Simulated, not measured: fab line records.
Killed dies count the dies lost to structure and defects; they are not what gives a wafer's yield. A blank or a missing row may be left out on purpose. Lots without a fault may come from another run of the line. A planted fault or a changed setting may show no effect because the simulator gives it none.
2 desks, one fault    flow nandHarc    each desk has only its own numbers; what lay behind them comes last

## THE METROLOGY DESK
Means of the sampled wafers that have a number, per lot and without regard to the tool the lot ran on: this is what the gauges read. If a lot's mean is further than 4 standard deviations from the usual mean, the lot is out of limits and carries the mark OUT (the distance appears in the brackets).
Columns: A = overlayXNm at NHARC_A_SGD_CUT_OVL_MEAS_10, usual 0.0 nm; B = overlayYNm at NHARC_A_SGD_CUT_OVL_MEAS_10, usual 0.2 nm
lot   first seen here  A               B
L824  day 13 23:50     0.5             0.8
L827  day 14 14:13     0.0             0.6
L830  day 14 21:23     -0.3            -1.0
L832  day 15 10:58     0.0             0.2
L837  day 16 19:47     0.1             0.4
L838  day 17 05:30     -0.3            -0.9
L839  day 17 07:01     4.8 (+6.4) OUT  -0.4
L840  day 18 00:14     -0.7            -0.0
L841  day 18 02:11     4.5 (+6.0) OUT  1.1
L845  day 18 12:13     5.1 (+6.8) OUT  -0.5
L847  day 19 06:40     5.2 (+6.9) OUT  0.5
L846  day 19 16:50     -0.8            1.0
Finding of this desk: L839, L841, L845, L847 out of limits; the first was L839 at day 17 07:01, on overlayXNm at NHARC_A_SGD_CUT_OVL_MEAS_10. L824, L827, L830, L832, L837, L838, L840, L846: within limits.

## FOR THE TOOL OWNER'S DESK: arfiScanner-03
The tool's own readings at NHARC_A_SGD_CUT_EXPOSE_06 (exposes mask SGD): means of the sampled wafers that have a number, for each lot that ran on this tool. If a lot's mean is further than 4 standard deviations from the usual mean, the lot is out of limits and carries the mark OUT (the distance appears in the brackets).
Columns: A = focusOffsetNm at NHARC_A_SGD_CUT_EXPOSE_06, usual 0.1 nm
lot   first seen here  A
L824  day 13 23:36     0.3
L832  day 15 10:44     -0.1
L837  day 16 19:32     -0.3
L838  day 17 05:16     0.6
L839  day 17 06:49     0.2
L841  day 18 01:58     -0.4
L845  day 18 11:59     0.0
L847  day 19 06:26     0.1
Finding of this desk: none of the 8 lots has anything out of limits.

## ALL TOGETHER
On L839, L841, L845, L847, the metrology desk was in a position to raise an alarm at day 17 07:01.
Nothing out of limits was seen by the tool owner's desk.
Tool owner's desk: L839, L841, L845, L847 on record, inside its limits.
On arfiScanner-03, each named lot ran NHARC_A_SGD_CUT_EXPOSE_06.

## WHAT THE SIMULATOR PUT IN
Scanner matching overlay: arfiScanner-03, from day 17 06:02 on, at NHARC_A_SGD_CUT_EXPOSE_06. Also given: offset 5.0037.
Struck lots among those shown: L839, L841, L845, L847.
Time in hours between the start of the fault and the first out-of-limits reading at each desk: metrology desk, 1.
